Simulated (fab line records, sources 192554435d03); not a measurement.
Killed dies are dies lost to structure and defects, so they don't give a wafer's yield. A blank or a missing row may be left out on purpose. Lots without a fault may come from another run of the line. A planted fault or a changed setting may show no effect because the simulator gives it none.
Which tool did it? | flow n5_finfet | 12 lots, 36 wafers sampled, at 1 step of a route of 1938

WHAT THE GAUGES READ, wafer by wafer
N5_BEOL_M9_INSPECT_58: inspects for defects (darkfield).
lot  | measured     | on                | raw_defect_count
L076 | day 11 00:04 | defect_inspect-01 | 122 126 85
L079 | day 11 14:41 | defect_inspect-02 | 76 64 75
L078 | day 12 05:00 | defect_inspect-01 | 46 52 61
L082 | day 12 22:39 | defect_inspect-01 | 42 86 56
L084 | day 13 10:14 | defect_inspect-01 | 91 48 93
L085 | day 14 08:10 | defect_inspect-01 | 74 51 87
L087 | day 14 12:32 | defect_inspect-01 | 54 60 90
L089 | day 14 15:18 | defect_inspect-01 | 49 67 59
L091 | day 15 18:29 | defect_inspect-01 | 48 45 53
L093 | day 15 19:01 | defect_inspect-02 | 98 62 77
L095 | day 16 04:31 | defect_inspect-02 | 88 96 84
L097 | day 17 05:53 | defect_inspect-01 | 60 27 45

WHICH TOOL RAN EACH LOT (tool, then ch and the chambers of the sampled wafers, then the start)
The record holds no process step before these readings.

THE ANSWER, worked out from the rows above alone
Rule: what is usual is taken from the lots themselves. Put in order of their means at a reading, lots are off if they are a third of the lots or fewer, leave a main group of 4 or more, and stand apart from it by a gap of 3 or more times the standard deviation of the main group's means; of several such gaps the widest counts. A main group whose means are all the same, to the digits that the tables above print for the reading, isn't used. A lot without any number at a reading at which 4 lots or more have one is off too. The other lots that the step has rows for count as sound.
No lot is off at any reading shown: from this, nothing can be told.

WHAT THE SIMULATOR HAD PUT IN
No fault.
